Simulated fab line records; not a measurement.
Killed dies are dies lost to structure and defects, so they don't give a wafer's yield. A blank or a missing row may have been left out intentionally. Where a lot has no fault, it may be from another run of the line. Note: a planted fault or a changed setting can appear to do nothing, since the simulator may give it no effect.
Which tool is to blame?	flow n5-finfet	Sampling: 12 lots, 36 wafers, 2 of 1938 route steps

## WHAT THE GAUGES SHOWED, per wafer
N5_ZERO_LAYER_INSPECT_20: inspects for defects (darkfield).
lot	measured	on	raw-defect-count
L075	day 1 19:37	defect-inspect-02	35 19 32
L077	day 2 07:17	defect-inspect-01	28 41 59
L079	day 2 19:25	defect-inspect-02	29 24 34
L081	day 3 07:25	defect-inspect-02	28 51 29
L083	day 3 19:23	defect-inspect-02	13 30 70
L085	day 4 08:01	defect-inspect-02	64 53 42
L087	day 4 19:17	defect-inspect-02	28 55 35
L089	day 5 07:46	defect-inspect-01	23 27 40
L091	day 5 19:16	defect-inspect-02	31 18 49
L093	day 6 07:16	defect-inspect-01	36 24 14
L095	day 6 19:45	defect-inspect-02	35 72 38
L097	day 7 07:16	defect-inspect-02	28 33 16

## EACH LOT AND THE TOOL THAT RAN IT (in order: tool; ch and the chambers of the sampled wafers; start)
lot	N5_ZERO_LAYER_ETCH_18
L075	rie-si-04 ch 1,2, day 1 18:55
L077	rie-si-04 ch 1,2,3, day 2 06:47
L079	rie-si-04 ch 0,1,2, day 2 18:56
L081	rie-si-05 ch 1,2,3, day 3 06:56
L083	rie-si-05 ch 0,2,3, day 3 18:55
L085	rie-si-01 ch 0,1, day 4 07:32
L087	rie-si-01 ch 2,3, day 4 18:50
L089	rie-si-04 ch 1,3, day 5 07:19
L091	rie-si-04 ch 0,2,3, day 5 18:47
L093	rie-si-01 ch 0,1,2, day 6 06:48
L095	rie-si-01 ch 0,1,3, day 6 19:14
L097	rie-si-01 ch 0,1,3, day 7 06:47
- N5_ZERO_LAYER_ETCH_18: etches Si in HBr/Cl2, target depth 120 nm, time 40 s.

## THE ANSWER, worked out from the rows above alone
Rule: the usual values come from the lots themselves. The widest of any qualifying gaps counts: lots, ordered by their means at a reading, are off when they make up no more than a third of the lots, leave a main group of 4 or more, and stand apart from it by 3 or more times the standard deviation of that group's means. The tables above print the reading to a certain number of digits; a main group whose means all agree to those digits is not used. A lot without any number at a reading at which 4 lots or more have one is off too. Where the step has rows for the other lots, those lots are counted as sound.
No lot is off on any of the readings shown, so nothing can be concluded from this.

## WHAT THE SIMULATOR HAD PUT IN
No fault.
